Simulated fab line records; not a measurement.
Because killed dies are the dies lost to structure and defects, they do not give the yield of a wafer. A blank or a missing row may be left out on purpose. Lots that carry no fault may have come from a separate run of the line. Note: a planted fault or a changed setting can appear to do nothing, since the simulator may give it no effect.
fab line records	flow nand_harc
record: lots: 12	wafers: 36	last_day: 33
route steps=1302 shown P_ZERO_WELL@18 P_STI@80 END@1302
lots that met no fault: from a run of the same line without faults
start_h: hours from the record's opening day to when the first of the lot's shown wafers began	wait_h: hours since the lot's step before	" repeats the value in the row above	L1.1+2: one row covering several wafers at once	- no value, or no start given	* or withheld: withheld	< > ~ a bound
route shown NAME@n: names a module that has steps shown in the file, with the first one's number in the route	usual: mean and standard deviation over wafers with no fault	same: alike in all rows	chamber/n: place in a boat	sites: each site's reading	_std_site: standard deviation across them	_edge_site: the outer-site mean with the inner-site mean subtracted	radius_mm: how far each site lies from the wafer's centre	mask NAME#n: copy n	behind: tool/chamber where the wafer was last shaped	hold: what put the lot on hold/how long, in hours/how the hold closed	device: which transistor (n, p or np) failed to switch	end of line: the route-end tests of the same wafers	step lacking rows: just its recipe	killed: at the first sort, the dies lost to defects and structure; wafer yield is something else	map: a wafer's dies, x killed, . not, _ none there
set.NAME: the setting that was run; set.NAME@STEP: the one run at that earlier step	model.NAME: the simulator's own value behind a step, which no gauge read
route steps across a sampled set of lots; one table per step, one row per wafer
services: the hour from which a tool's chamber was out of use, counted from the record's first day as start_h (under 0 if before that day), plus the number of hours and why
== steps ==
step: NHARC_P_ZERO_WELL_ETCH_62
recipe: target_depth_a: 130	time_s: 6.5	chf3_flow_sccm: 50	ar_flow_sccm: 200	rf_w: 500	bias_w: 200	chemistry: CHF3/Ar
usual: drypump_motor_current_A: 5.9/0.46	oes_product_au: 0.956/0.014	rf_vpp_V: 369.7/2.6	showerhead_plenum_p_Torr: 2.30/0.11	throttle_valve_pct: 20.216/0.0094
lot.wafer	tool	chamber	start_h	wait_h	drypump_motor_current_A	oes_product_au	rf_hours_counter_h	rf_vpp_V	showerhead_plenum_p_Torr	throttle_valve_pct
L969.1	rie_diel-06	0	-	-	5.8	0.943	14	372.6	2.46	20.204
L969.4	"	2	"	"	5.2	0.973	13	367.1	2.21	20.207
L969.6	"	3	"	"	6.0	0.949	-	374.1	2.45	20.208
L972.1	rie_diel-01	1	-	-	6.4	0.926	6	373.9	2.45	20.202
L972.2	"	3	"	"	5.2	0.969	6	367.8	2.26	20.211
L972.5	"	1	"	"	6.4	0.930	-	372.9	2.45	20.199
L973.2	rie_diel-04	1	-	-	5.7	0.953	16	369.5	2.24	20.232
L973.5	"	2	"	"	5.9	0.955	-	368.5	2.21	20.206
L973.6	"	3	"	"	6.2	0.959	-	367.4	2.22	20.216
L974.1	rie_diel-01	1	-	-	6.4	0.937	11	372.0	2.45	20.214
L974.6	"	2	"	"	5.7	0.947	-	371.0	2.29	20.221
L974.5	"	3	"	"	5.2	0.957	-	368.2	2.26	20.206
L976.2	rie_diel-04	2	-	-	5.9	0.955	25	367.5	2.21	20.220
L976.3	"	3	"	"	6.2	0.974	27	365.9	2.21	20.230
L976.6	"	2	"	"	5.9	0.948	-	367.8	2.21	20.219
L979.3	rie_diel-04	3	-	-	6.3	0.960	41	369.2	2.21	20.220
L979.4	"	2	"	"	5.9	0.972	33	367.0	2.20	20.224
L979.5	"	0	"	"	5.7	0.966	-	370.2	2.32	20.217
L980.4	rie_diel-04	0	-	-	5.7	0.985	42	369.8	2.32	20.202
L980.2	"	2	"	"	6.0	0.968	35	368.6	2.20	20.215
L980.6	"	3	"	"	6.2	0.984	-	368.2	2.21	20.202
L982.1	rie_diel-04	0	-	-	5.7	0.965	48	369.8	2.32	20.213
L982.4	"	1	"	"	5.7	0.962	42	367.9	2.23	20.228
L982.3	"	2	"	"	6.0	0.967	43	366.7	2.20	20.223
L983.3	rie_diel-04	1	-	-	5.7	0.950	43	367.7	2.23	20.219
L983.1	"	3	"	"	6.2	0.964	52	367.2	2.20	20.211
L983.4	"	0	"	"	5.7	0.959	50	372.1	2.32	20.212
L986.3	rie_diel-06	3	-	-	6.0	0.945	17	373.4	2.43	20.211
L986.6	"	1	"	"	6.8	0.949	-	373.6	2.53	20.214
L986.5	"	3	"	"	6.0	0.943	-	372.5	2.43	20.226
L991.4	rie_diel-01	3	-	-	5.2	0.974	8	368.4	2.24	20.221
L991.2	"	0	"	"	5.1	0.959	8	371.5	2.34	20.214
L991.3	"	2	"	"	5.7	0.983	8	368.7	2.27	20.216
L992.1	rie_diel-06	1	-	-	6.8	0.971	39	374.3	2.52	20.217
L992.3	"	2	"	"	5.2	0.944	37	364.2	2.18	20.200
L992.6	"	3	"	"	6.0	0.941	-	371.4	2.42	20.217
step: NHARC_P_STI_EXPOSE_06
recipe: na: 0.55	target_cd_nm: 200	dose_mj: 37.69	mask_id: P_STI
usual: stage_vel_mm_s: 499.93/0.23
lot.wafer	tool	chamber	start_h	wait_h	mask	stage_vel_mm_s
L969.1	krf_scanner-03	0	46.17	-	P_STI#0	500.21
L969.4	"	0	"	"	P_STI#0	499.98
L969.6	"	0	"	"	P_STI#0	500.10
L972.1	krf_scanner-01	0	78.40	-	P_STI#0	499.84
L972.2	"	0	"	"	P_STI#0	499.93
L972.5	"	0	"	"	P_STI#0	500.02
L973.2	krf_scanner-04	0	86.69	-	P_STI#0	499.99
L973.5	"	0	"	"	P_STI#0	499.78
L973.6	"	0	"	"	P_STI#0	499.89
L974.1	krf_scanner-01	0	95.67	-	P_STI#0	500.11
L974.5	"	0	"	"	P_STI#0	500.28
L974.6	"	0	"	"	P_STI#0	500.09
L976.2	krf_scanner-03	0	117.93	-	P_STI#0	500.60
L976.3	"	0	"	"	P_STI#0	499.98
L976.6	"	0	"	"	P_STI#0	500.26
L979.3	krf_scanner-03	0	145.86	-	P_STI#0	500.00
L979.4	"	0	"	"	P_STI#0	499.74
L979.5	"	0	"	"	P_STI#0	499.68
L980.2	krf_scanner-03	0	157.30	-	P_STI#0	499.78
L980.4	"	0	"	"	P_STI#0	499.91
L980.6	"	0	"	"	P_STI#0	500.10
L982.1	krf_scanner-03	0	177.16	-	P_STI_R1#0	500.06
L982.3	"	0	"	"	P_STI_R1#0	499.64
L982.4	"	0	"	"	P_STI_R1#0	499.63
L983.1	krf_scanner-03	0	184.09	-	P_STI#0	499.78
L983.3	"	0	"	"	P_STI#0	499.93
L983.4	"	0	"	"	P_STI#0	499.38
L986.3	krf_scanner-04	0	211.94	-	P_STI#0	499.53
L986.5	"	0	"	"	P_STI#0	499.84
L986.6	"	0	"	"	P_STI#0	500.02
L991.2	krf_scanner-01	0	264.84	-	P_STI#0	499.92
L991.3	"	0	"	"	P_STI#0	499.98
L991.4	"	0	"	"	P_STI#0	500.19
L992.1	krf_scanner-04	0	272.62	-	P_STI#0	499.48
L992.3	"	0	"	"	P_STI#0	500.09
L992.6	"	0	"	"	P_STI#0	500.01
step: NHARC_P_STI_ETCH_42
recipe: target_depth_a: 800	overetch_a: 240	time_s: 61	ion_energy_ev: 200	n2_flow_sccm: 150	h2_flow_sccm: 150	ar_flow_sccm: 0	rf_w: 400	bias_w: 150	chemistry: N2/H2
usual: drypump_motor_current_A: 5.8/0.31	n2_flow_sccm: 150.0/0.47	oes_product_au: 1.001/0.013	rf_vpp_V: 431.0/2.5	showerhead_plenum_p_Torr: 2.05/0.088	throttle_valve_pct: 14.172/0.009
lot.wafer	tool	chamber	start_h	wait_h	drypump_motor_current_A	n2_flow_sccm	oes_product_au	rf_hours_counter_h	rf_vpp_V	showerhead_plenum_p_Torr	throttle_valve_pct
L969.1	rie_diel-12	0	46.68	0.1	5.7	150.5	0.993	5	426.8	1.90	14.165
L969.4	"	3	"	"	5.8	150.0	0.983	5	429.0	1.96	14.163
L969.6	"	0	"	"	5.7	149.8	0.994	-	426.9	1.90	14.164
L972.2	rie_diel-12	1	78.90	0.1	5.6	150.0	0.986	6	432.8	2.12	14.177
L972.1	"	2	"	"	5.5	150.5	1.002	8	428.5	2.00	14.160
L972.5	"	0	"	"	5.7	150.1	0.991	-	425.9	1.90	14.161
L973.2	rie_diel-10	2	87.19	0.1	5.9	149.3	1.013	1	430.1	2.02	14.164
L973.6	"	1	"	"	5.4	149.9	1.001	-	434.5	2.19	14.157
L973.5	"	2	"	"	5.9	149.2	1.016	-	429.4	2.02	14.167
L974.1	rie_diel-10	0	96.20	0.1	6.1	150.1	0.994	2	427.5	1.97	14.174
L974.6	"	1	"	"	5.4	150.2	0.995	-	434.0	2.19	14.165
L974.5	"	2	"	"	5.9	149.9	1.004	-	430.6	2.02	14.167
L976.3	rie_diel-10	2	118.43	0.1	5.9	150.7	1.001	3	430.4	2.02	14.154
L976.2	"	1	"	"	5.4	149.0	1.011	3	435.1	2.18	14.168
L976.6	"	2	"	"	5.9	150.0	0.996	-	430.3	2.02	14.182
L979.3	rie_diel-12	3	146.34	0.1	5.9	150.8	0.981	3	427.6	1.96	14.175
L979.4	"	1	"	"	5.6	149.8	0.987	3	433.6	2.12	14.185
L979.5	"	3	"	"	6.0	150.6	0.974	-	427.4	1.96	14.168
L980.4	rie_diel-12	3	157.79	0.1	5.9	149.6	0.984	3	428.4	1.96	14.172
L980.2	"	0	"	"	5.7	149.8	1.000	1	427.1	1.90	14.175
L980.6	"	3	"	"	5.9	149.5	0.979	-	428.2	1.96	14.173
L982.4	rie_diel-10	1	177.65	0.1	5.4	150.2	0.998	7	435.0	2.18	14.184
L982.3	"	3	"	"	5.8	149.7	1.022	7	433.5	2.15	14.170
L982.1	"	0	"	"	6.2	150.8	0.992	7	428.6	1.97	14.172
L983.1	rie_diel-10	2	184.59	0.1	5.9	150.5	0.997	7	428.0	2.02	14.177
L983.4	"	0	"	"	6.2	150.2	0.978	7	426.8	1.97	14.160
L983.3	"	1	"	"	5.4	149.1	1.007	7	433.7	2.18	14.174
L986.3	rie_diel-10	2	212.44	0.1	6.0	150.0	0.986	9	429.6	2.02	14.187
L986.6	"	3	"	"	5.8	149.4	1.026	-	435.7	2.15	14.184
L986.5	"	0	"	"	6.1	149.2	0.988	-	429.2	1.97	14.155
L991.4	rie_diel-12	3	265.34	0.1	5.9	149.4	0.987	7	428.8	1.96	14.173
L991.3	"	0	"	"	5.7	150.5	0.991	6	426.6	1.90	14.167
L991.2	"	1	"	"	5.6	149.5	0.966	9	432.9	2.12	14.173
L992.1	rie_diel-03	0	273.12	0.1	5.7	149.3	1.022	13	431.8	2.11	14.185
L992.3	"	1	"	"	5.9	149.8	1.001	12	429.1	1.99	14.175
L992.6	"	0	"	"	5.7	149.1	1.027	-	431.6	2.11	14.150
step: NHARC_P_STI_CMP_21
recipe: t_overpolish_s: 20	target_thk_nm: 380.67
usual: motor_current_A: 12.0/0.59	overpolish_run_s: 20.000/0.0087
lot.wafer	tool	chamber	start_h	wait_h	motor_current_A	overpolish_run_s
L969.4	cmp-01	3	67.87	0.4	12.5	19.990
L969.1	"	1	"	"	12.3	20.010
L969.6	"	3	"	"	12.2	19.993
L972.2	cmp-04	2	104.23	0.4	12.6	19.990
L972.1	"	1	"	"	12.7	19.990
L972.5	"	3	"	"	12.5	20.005
L973.2	cmp-03	2	104.23	0.4	11.7	19.990
L973.6	"	2	"	"	11.0	19.999
L973.5	"	3	"	"	11.5	19.988
L974.1	cmp-03	1	120.47	0.4	11.7	20.005
L974.6	"	3	"	"	12.0	20.013
L974.5	"	0	"	"	12.1	19.990
L976.3	cmp-01	0	136.52	0.4	11.1	20.008
L976.2	"	1	"	"	12.7	19.997
L976.6	"	3	"	"	12.6	20.013
L979.4	cmp-04	3	163.61	0.4	12.0	20.002
L979.3	"	0	"	"	12.8	19.993
L979.5	"	2	"	"	11.9	19.986
L980.2	cmp-01	0	179.34	0.4	11.0	19.984
L980.4	"	2	"	"	11.9	19.990
L980.6	"	0	"	"	10.7	20.002
L982.1	cmp-04	2	206.63	0.4	12.6	19.990
L982.3	"	0	"	"	12.6	20.004
L982.4	"	1	"	"	12.8	19.999
L983.4	cmp-01	3	206.66	0.4	12.2	19.995
L983.3	"	0	"	"	10.9	19.996
L983.1	"	1	"	"	12.2	19.998
L986.3	cmp-03	0	235.40	0.4	12.2	19.995
L986.5	"	2	"	"	11.4	19.988
L986.6	"	3	"	"	11.7	19.998
L991.3	cmp-03	2	283.26	0.4	11.2	19.981
L991.2	"	3	"	"	11.7	20.008
L991.4	"	1	"	"	11.1	19.987
L992.3	cmp-03	3	290.46	0.4	11.2	20.000
L992.1	"	2	"	"	11.8	19.981
L992.6	"	3	"	"	12.0	20.012
step: NHARC_END_SORT_01
recipe: temp_c: 25
usual: killed_at_array: 47/18	killed_at_other: 0.9/1.1	killed_at_periphery: 4/3.1	killed_dies: 52/18	killed_open: 3.1/1.5	killed_short: 2.4/1.5
same: gross_dies: 677
lot.wafer	tool	chamber	start_h	wait_h	killed_at_array	killed_at_other	killed_at_periphery	killed_dies	killed_open	killed_short
L969.1	prober-02	0	576.57	2.5	43	0	8	51	5	3
L969.4	prober-02	0	578.93	3.4	38	1	6	45	5	2
L969.6	prober-02	0	580.51	3.9	37	1	7	45	4	2
L973.2	prober-02	0	612.73	2.8	26	0	2	28	2	3
L973.5	prober-02	0	615.11	3.7	35	0	2	37	6	3
L973.6	prober-02	0	615.90	4.0	24	0	3	27	1	1
L972.1	prober-01	0	619.24	2.5	76	2	6	84	4	0
L972.2	prober-01	0	620.04	2.8	43	1	0	44	2	1
L972.5	prober-01	0	622.43	3.7	81	0	3	84	3	6
L974.1	prober-02	0	623.98	2.5	31	1	12	44	6	2
L974.5	prober-02	0	627.12	3.6	24	2	6	32	1	1
L974.6	prober-02	0	627.90	3.9	20	2	6	28	0	1
L976.2	prober-01	0	627.83	2.8	42	1	0	43	3	1
L976.3	prober-01	0	628.63	3.1	43	0	8	51	2	4
L976.6	prober-01	0	631.01	4.0	37	0	4	41	0	3
L979.3	prober-01	0	664.75	3.1	41	0	6	47	3	4
L979.4	prober-01	0	665.56	3.4	39	2	6	47	2	2
L979.5	prober-01	0	666.37	3.7	42	0	3	45	2	1
L980.2	prober-01	0	686.02	2.8	26	2	1	29	0	2
L980.4	prober-01	0	687.63	3.4	29	1	5	35	6	2
L980.6	prober-01	0	689.23	4.0	42	1	1	44	5	4
L982.1	prober-02	0	703.80	2.5	28	0	6	34	1	2
L982.3	prober-02	0	705.39	3.1	30	0	6	36	4	1
L982.4	prober-02	0	706.18	3.4	47	0	6	53	5	2
L983.1	prober-01	0	703.83	2.5	81	0	6	87	4	7
L983.3	prober-01	0	705.41	3.1	72	0	9	81	5	3
L983.4	prober-01	0	706.20	3.4	100	0	4	104	2	2
L986.3	prober-02	0	721.01	3.1	48	0	0	48	2	2
L986.5	prober-02	0	722.62	3.7	51	2	1	54	3	1
L986.6	prober-02	0	723.42	4.0	71	0	2	73	2	3
L992.1	prober-02	0	781.94	2.5	59	4	4	67	4	1
L992.3	prober-02	0	783.53	3.1	43	1	3	47	3	1
L992.6	prober-02	0	785.90	4.0	54	3	2	59	4	2
L991.2	prober-01	0	788.88	2.8	45	0	2	47	0	0
L991.3	prober-01	0	789.68	3.1	35	0	6	41	1	1
L991.4	prober-01	0	790.48	3.4	43	0	10	53	4	1
killed by level:class
L969.1 A_SLIT:chamber_film_flake=22 P_CONTACT:chamber_film_flake=5 A_CONTACT:chamber_film_flake=5 A_CHANNEL_HOLE_D2:chamber_film_flake=4 A_WL_FILL:chamber_film_flake=2 A_M0:chamber_film_flake=2 P_STI:geometric_particle:open=1 P_CONTACT:geometric_particle:short=1
L969.4 A_SLIT:chamber_film_flake=14 A_CHANNEL_HOLE_D2:chamber_film_flake=8 A_STAIRCASE:chamber_film_flake=8 P_CONTACT:chamber_film_flake=4 A_CHANNEL_FILL_D1:geometric_particle:short=2 A_CHANNEL_FILL_D1:geometric_particle:open=2 P_CONTACT:geometric_particle:open=1 A_CHANNEL_FILL_D2:geometric_particle:open=1
L969.6 A_SLIT:chamber_film_flake=17 A_STAIRCASE:chamber_film_flake=7 A_WL_FILL:chamber_film_flake=4 P_GATE:chamber_film_flake=2 P_CONTACT:chamber_film_flake=2 A_CHANNEL_HOLE_D2:chamber_film_flake=2 A_M0:chamber_film_flake=2 P_M0:geometric_particle:open=1
L973.2 A_CHANNEL_HOLE_D2:chamber_film_flake=11 A_CONTACT:chamber_film_flake=7 A_CHANNEL_FILL_D1:geometric_particle:open=1 A_CHANNEL_FILL_D1:geometric_particle:short=1 A_CHANNEL_HOLE_D2:geometric_particle:short=1 A_SGD_CUT:geometric_particle:open=1 A_M0:geometric_particle:short=1 P_STI:chamber_film_flake=1
L973.5 A_CHANNEL_HOLE_D2:chamber_film_flake=15 A_CONTACT:chamber_film_flake=6 A_CHANNEL_HOLE_D1:chamber_film_flake=4 A_DECK1_JOINT:geometric_particle:short=2 A_BLC:geometric_particle:open=2 A_M0:geometric_particle:open=2 P_M0:geometric_particle:open=1 A_ONON_D2:geometric_particle:open=1
L973.6 A_CHANNEL_HOLE_D2:chamber_film_flake=10 A_CHANNEL_HOLE_D1:chamber_film_flake=4 P_STI:chamber_film_flake=3 A_WL_FILL:chamber_film_flake=3 A_CONTACT:chamber_film_flake=2 A_ONON_D2:geometric_particle:open=1 A_BLC:geometric_particle:short=1 A_CHANNEL_FILL_D1:chamber_film_flake=1
L972.1 A_CHANNEL_HOLE_D2:chamber_film_flake=24 A_CHANNEL_HOLE_D1:chamber_film_flake=24 A_SLIT:chamber_film_flake=24 P_GATE:chamber_film_flake=4 THIN_TSV:chamber_film_flake=2 P_GATE:geometric_particle:open=1 P_M1:geometric_particle:open=1 A_SOURCE_PLATE:geometric_particle:open=1
L972.2 A_SLIT:chamber_film_flake=18 A_CHANNEL_HOLE_D2:chamber_film_flake=10 A_CHANNEL_HOLE_D1:chamber_film_flake=6 A_CONTACT:chamber_film_flake=5 A_SOURCE_PLATE:geometric_particle:open=1 A_ONON_D2:geometric_particle:short=1 A_SGD_CUT:geometric_particle:open=1 A_ZERO_WELL:chamber_film_flake=1
L972.5 A_CHANNEL_HOLE_D2:chamber_film_flake=36 A_SLIT:chamber_film_flake=22 A_CHANNEL_HOLE_D1:chamber_film_flake=10 A_CONTACT:chamber_film_flake=4 A_DECK1_JOINT:geometric_particle:short=2 A_M1:geometric_particle:open=2 P_GATE:chamber_film_flake=2 P_GATE:geometric_particle:short=1
L974.1 A_CHANNEL_HOLE_D2:chamber_film_flake=14 P_GATE:chamber_film_flake=8 A_CONTACT:chamber_film_flake=3 A_SLIT:chamber_film_flake=3 A_WL_FILL:chamber_film_flake=3 A_DECK1_JOINT:geometric_particle:open=2 A_M0:geometric_particle:open=2 P_STI:chamber_film_flake=2
L974.5 A_CHANNEL_HOLE_D2:chamber_film_flake=12 P_GATE:chamber_film_flake=4 A_SLIT:chamber_film_flake=3 A_WL_FILL:chamber_film_flake=3 P_STI:chamber_film_flake=2 A_CONTACT:chamber_film_flake=2 THIN_TSV:chamber_film_flake=2 A_CHANNEL_FILL_D2:geometric_particle:open=1
L976.2 A_CHANNEL_HOLE_D2:chamber_film_flake=31 A_SLIT:chamber_film_flake=4 A_ONON_D2:geometric_particle:open=1 A_CHANNEL_FILL_D2:geometric_particle:short=1 A_BLC:geometric_particle:open=1 A_M0:geometric_particle:open=1 A_ZERO_WELL:chamber_film_flake=1 A_CHANNEL_HOLE_D1:chamber_film_flake=1
L974.6 A_CHANNEL_HOLE_D2:chamber_film_flake=7 P_GATE:chamber_film_flake=6 A_WL_FILL:chamber_film_flake=5 A_SLIT:chamber_film_flake=4 A_CHANNEL_HOLE_D1:chamber_film_flake=3 THIN_TSV:chamber_film_flake=2 A_M0:geometric_particle:short=1
L976.3 A_CHANNEL_HOLE_D2:chamber_film_flake=31 P_GATE:chamber_film_flake=7 A_CHANNEL_HOLE_D1:chamber_film_flake=3 A_SLIT:chamber_film_flake=3 A_WL_FILL:geometric_particle:short=2 P_CONTACT:geometric_particle:open=1 A_SOURCE_PLATE:geometric_particle:short=1 A_ONON_D2:geometric_particle:open=1
L976.6 A_CHANNEL_HOLE_D2:chamber_film_flake=27 A_CHANNEL_HOLE_D1:chamber_film_flake=3 A_CHANNEL_FILL_D2:geometric_particle:short=2 P_ZERO_WELL:chamber_film_flake=2 P_GATE:chamber_film_flake=2 A_CHANNEL_HOLE_D1:geometric_particle:short=1 A_CHANNEL_FILL_D1:chamber_film_flake=1 A_CHANNEL_FILL_D2:chamber_film_flake=1
L979.3 A_SLIT:chamber_film_flake=23 A_CHANNEL_HOLE_D1:chamber_film_flake=3 A_STAIRCASE:chamber_film_flake=3 A_CONTACT:chamber_film_flake=3 A_M1:geometric_particle:open=2 P_GATE:chamber_film_flake=2 A_BLC:chamber_film_flake=2 P_M0:geometric_particle:short=1
L979.4 A_SLIT:chamber_film_flake=23 A_CHANNEL_HOLE_D1:chamber_film_flake=5 A_STAIRCASE:chamber_film_flake=4 P_STI:chamber_film_flake=3 A_ZERO_WELL:chamber_film_flake=2 A_CONTACT:chamber_film_flake=2 P_M0:geometric_particle:open=1 A_CHANNEL_FILL_D1:geometric_particle:open=1
L979.5 A_SLIT:chamber_film_flake=21 A_STAIRCASE:chamber_film_flake=7 A_WL_FILL:chamber_film_flake=3 A_CONTACT:chamber_film_flake=3 A_ZERO_WELL:chamber_film_flake=2 A_CHANNEL_HOLE_D1:chamber_film_flake=2 A_ONON_D1:geometric_particle:open=1 A_ONON_D2:geometric_particle:open=1
L980.2 A_CHANNEL_HOLE_D1:chamber_film_flake=9 A_CHANNEL_HOLE_D2:chamber_film_flake=8 A_SLIT:chamber_film_flake=2 A_CONTACT:chamber_film_flake=2 A_M1:geometric_particle:short=1 P_M0:chamber_film_flake=1 STARTING-WAFER:geometric_particle:short=1 A_CHANNEL_FILL_D1:chamber_film_flake=1
L980.4 A_CHANNEL_HOLE_D2:chamber_film_flake=8 A_CHANNEL_HOLE_D1:chamber_film_flake=7 A_CONTACT:chamber_film_flake=6 P_M1:geometric_particle:open=2 P_GATE:geometric_particle:open=1 P_M0:geometric_particle:open=1 A_CHANNEL_FILL_D1:geometric_particle:open=1 A_CHANNEL_FILL_D2:geometric_particle:short=1
L980.6 A_CHANNEL_HOLE_D2:chamber_film_flake=17 A_CHANNEL_HOLE_D1:chamber_film_flake=7 A_STAIRCASE:chamber_film_flake=3 A_CHANNEL_FILL_D2:geometric_particle:short=2 A_CONTACT:geometric_particle:open=2 A_DECK1_JOINT:chamber_film_flake=2 A_M0:chamber_film_flake=2 P_M0:geometric_particle:open=1
L982.1 A_CHANNEL_HOLE_D1:chamber_film_flake=18 P_STI:chamber_film_flake=4 A_STAIRCASE:chamber_film_flake=3 A_CHANNEL_FILL_D2:chamber_film_flake=2 A_WL_FILL:chamber_film_flake=2 P_CONTACT:geometric_particle:open=1 A_CHANNEL_FILL_D1:geometric_particle:short=1 A_SGD_CUT:geometric_particle:short=1
L983.1 A_CHANNEL_HOLE_D1:chamber_film_flake=32 A_SLIT:chamber_film_flake=20 A_CHANNEL_HOLE_D2:chamber_film_flake=11 A_STAIRCASE:chamber_film_flake=6 P_GATE:chamber_film_flake=3 A_WL_FILL:geometric_particle:short=2 A_BONDPAD:chamber_film_flake=2 P_CONTACT:geometric_particle:short=1
L982.3 A_CHANNEL_HOLE_D1:chamber_film_flake=17 A_STAIRCASE:chamber_film_flake=5 P_STI:chamber_film_flake=2 A_BONDPAD:chamber_film_flake=2 P_CONTACT:geometric_particle:open=1 P_M0:geometric_particle:open=1 A_CHANNEL_FILL_D1:geometric_particle:open=1 A_ONON_D2:geometric_particle:open=1
L983.3 A_SLIT:chamber_film_flake=26 A_CHANNEL_HOLE_D1:chamber_film_flake=16 A_CHANNEL_HOLE_D2:chamber_film_flake=15 A_BONDPAD:chamber_film_flake=5 A_STAIRCASE:chamber_film_flake=3 P_STI:chamber_film_flake=2 P_CONTACT:geometric_particle:short=1 P_M0:geometric_particle:short=1
L982.4 A_CHANNEL_HOLE_D1:chamber_film_flake=33 A_CHANNEL_FILL_D1:geometric_particle:open=3 A_STAIRCASE:chamber_film_flake=3 P_STI:chamber_film_flake=2 P_BONDPAD:chamber_film_flake=2 A_CONTACT:chamber_film_flake=2 P_M0:geometric_particle:short=1 A_ONON_D1:geometric_particle:open=1
L983.4 A_CHANNEL_HOLE_D1:chamber_film_flake=41 A_SLIT:chamber_film_flake=24 A_CHANNEL_HOLE_D2:chamber_film_flake=14 A_CONTACT:chamber_film_flake=5 A_STAIRCASE:chamber_film_flake=4 A_ZERO_WELL:chamber_film_flake=3 A_CHANNEL_FILL_D2:chamber_film_flake=3 A_ONON_D1:geometric_particle:short=2
L986.3 A_SLIT:chamber_film_flake=20 A_CHANNEL_HOLE_D1:chamber_film_flake=14 A_CONTACT:chamber_film_flake=6 A_STAIRCASE:chamber_film_flake=3 A_CHANNEL_FILL_D1:geometric_particle:open=2 A_ONON_D1:geometric_particle:short=1 A_WL_FILL:geometric_particle:short=1 A_DECK1_JOINT:chamber_film_flake=1
L986.5 A_SLIT:chamber_film_flake=25 A_CHANNEL_HOLE_D1:chamber_film_flake=17 A_DECK1_JOINT:chamber_film_flake=2 A_WL_FILL:chamber_film_flake=2 A_CONTACT:chamber_film_flake=2 A_CONTACT:geometric_particle:open=1 A_BLC:geometric_particle:open=1 P_ZERO_WELL:chamber_film_flake=1
L986.6 A_CHANNEL_HOLE_D1:chamber_film_flake=34 A_SLIT:chamber_film_flake=22 A_STAIRCASE:chamber_film_flake=3 A_CONTACT:chamber_film_flake=3 A_WL_FILL:chamber_film_flake=2 A_SOURCE_PLATE:geometric_particle:short=1 A_ONON_D1:geometric_particle:short=1 A_ONON_D2:geometric_particle:short=1
L992.1 A_SLIT:chamber_film_flake=24 A_CHANNEL_HOLE_D2:chamber_film_flake=23 A_CONTACT:chamber_film_flake=4 THIN_TSV:chamber_film_flake=4 P_CONTACT:geometric_particle:open=1 P_M0:geometric_particle:open=1 A_CHANNEL_HOLE_D1:geometric_particle:open=1 A_WL_FILL:geometric_particle:short=1
L992.3 A_SLIT:chamber_film_flake=20 A_CHANNEL_HOLE_D2:chamber_film_flake=13 A_CONTACT:chamber_film_flake=3 P_ZERO_WELL:chamber_film_flake=2 A_CHANNEL_FILL_D1:chamber_film_flake=2 A_SOURCE_PLATE:geometric_particle:open=1 A_CHANNEL_FILL_D1:geometric_particle:open=1 A_DECK1_JOINT:geometric_particle:short=1
L992.6 A_SLIT:chamber_film_flake=23 A_CHANNEL_HOLE_D2:chamber_film_flake=18 A_CONTACT:chamber_film_flake=6 THIN_TSV:chamber_film_flake=3 A_ONON_D2:geometric_particle:open=2 A_BONDPAD:chamber_film_flake=2 P_STI:geometric_particle:short=1 A_CHANNEL_HOLE_D1:geometric_particle:short=1
L991.2 A_CHANNEL_HOLE_D2:chamber_film_flake=24 A_CHANNEL_HOLE_D1:chamber_film_flake=7 A_SLIT:chamber_film_flake=5 A_CONTACT:chamber_film_flake=3 A_ZERO_WELL:chamber_film_flake=2 A_SGD_CUT:chamber_film_flake=2 P_M2:chamber_film_flake=1 P_GATE:chamber_film_flake=1
L991.3 A_CHANNEL_HOLE_D2:chamber_film_flake=15 A_CHANNEL_HOLE_D1:chamber_film_flake=8 A_CONTACT:chamber_film_flake=5 P_M2:chamber_film_flake=4 A_SLIT:chamber_film_flake=4 P_CONTACT:geometric_particle:open=1 A_CHANNEL_HOLE_D1:geometric_particle:short=1 P_M0:chamber_film_flake=1
L991.4 A_CHANNEL_HOLE_D2:chamber_film_flake=17 A_CHANNEL_HOLE_D1:chamber_film_flake=11 A_SLIT:chamber_film_flake=7 P_M2:chamber_film_flake=6 P_GATE:chamber_film_flake=2 A_ZERO_WELL:chamber_film_flake=2 A_CONTACT:chamber_film_flake=2 P_CONTACT:geometric_particle:open=1
== services ==
tool	chamber	start_h	hours	kind
rie_diel-04	0	-0.73	7.3	repair
rie_diel-04	-	0.90	9.0	pm
krf_scanner-03	-	7.50	2.1	repair
rie_diel-04	1	19.55	3.7	repair
krf_scanner-03	-	52.00	4.0	pm
rie_diel-12	1	63.50	14.7	repair
cmp-03	-	64.00	4.0	pm
rie_diel-10	-	65.50	9.0	pm
krf_scanner-03	-	78.10	0.7	repair
krf_scanner-03	-	80.89	3.8	repair
rie_diel-12	-	91.40	9.0	pm
krf_scanner-03	-	94.39	7.1	repair
rie_diel-04	2	94.87	7.6	repair
rie_diel-04	1	97.44	10.4	repair
rie_diel-12	0	100.88	9.4	repair
krf_scanner-03	-	122.60	2.2	repair
rie_diel-10	2	127.95	7.4	repair
cmp-03	-	162.00	4.0	pm
rie_diel-04	3	167.28	10.8	repair
rie_diel-04	-	179.61	9.0	pm
rie_diel-04	-	196.15	0.7	repair
krf_scanner-03	-	224.01	4.0	pm
rie_diel-10	-	242.50	9.0	pm
krf_scanner-03	-	256.80	0.6	repair
== key ==
first_sign: step: NHARC_P_STI_EXPOSE_06	reading: mask	direction: changed
effect none on later readings
met_at NHARC_P_STI_EXPOSE_06
struck_lots L982
tester_left_out L982
not_acting_at NHARC_P_ZERO_WELL_ETCH_62,NHARC_P_STI_ETCH_42,NHARC_P_STI_CMP_21
onset_between 157.30 177.16
fault: kind: wrong_mask	tool: any	chamber: -	onset_h: 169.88	steps: NHARC_P_STI_EXPOSE_06	aux_copy: P_STI_R1#0	cd_offset_nm: -7.8338	scope: struck_lots_only
tester_left_out: of these lots the tester's yield and bins aren't shown, on N5 and GAA mostly nor the transistor test; their killed dies are dies lost to structure and defects alone, not to doping, threshold or leakage, so they don't give the yield
